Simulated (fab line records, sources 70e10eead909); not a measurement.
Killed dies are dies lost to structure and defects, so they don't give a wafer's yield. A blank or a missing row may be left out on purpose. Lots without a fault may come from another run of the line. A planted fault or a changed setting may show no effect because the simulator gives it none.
Chamber matching | flow nand_harc | NHARC_A_WL_FILL_ALD_19 on ald_metal-03: 4 sister chambers
The step deposits TiN, target thk 2 nm, pulse time 3 s, ald cycles 100. 8 wafers are shown with their chamber, then 7 later ones without.

WAFERS WITH THEIR CHAMBER
wafer  | chamber | heater_power_w (W) | precursor_pulse_height_rel
L629.1 | 3       | 1231               | 1.004
L629.6 | 2       | 1092               | 0.991
L630.2 | 3       | 1235               | 1.045
L632.1 | 0       | 1112               | 1.047
L632.2 | 1       | 1022               | 1.051
L632.4 | 2       | 1136               | 0.978
L637.1 | 0       | 1096               | 0.993
L637.4 | 1       | 1007               | 0.992

WAFERS WITHOUT THEIR CHAMBER
wafer  | heater_power_w (W) | precursor_pulse_height_rel
L637.5 | 1104               | 1.029
L639.2 | 1258               | 1.049
L639.4 | 1258               | 0.995
L639.5 | 1088               | 0.979
L641.2 | 1106               | 0.989
L641.3 | 1069               | 1.016
L641.6 | 1094               | 0.970

WHICH CHAMBER EACH WENT THROUGH
wafer  | from the rows above          | in truth
L637.5 | can't be placed: 0 or 2      | 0
L639.2 | 3                            | 3
L639.4 | 3                            | 3
L639.5 | can't be placed: 2 or 0      | 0
L641.2 | can't be placed: 2 or 0      | 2
L641.3 | can't be placed: 0 or 2 or 1 | 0
L641.6 | can't be placed: 2 or 0      | 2
Placed correctly: 2 of 7. Can't be placed from these rows: 5 (the true chamber is among the candidates in 5). Placed wrongly: 0.
How it was worked out, from the rows above alone: a wafer's distance from a chamber is the root of the sum, over the readings, of the square of ((its reading less the chamber's mean) divided by the reading's scatter). The wafer belongs to the nearest chamber; if the next one is less than 2 further off, it can't be placed. A chamber's mean is the mean of its shown wafers. The scatter: the root of (the sum of the squares of (reading less its chamber's mean) over the shown wafers, divided by (wafers less chambers)).
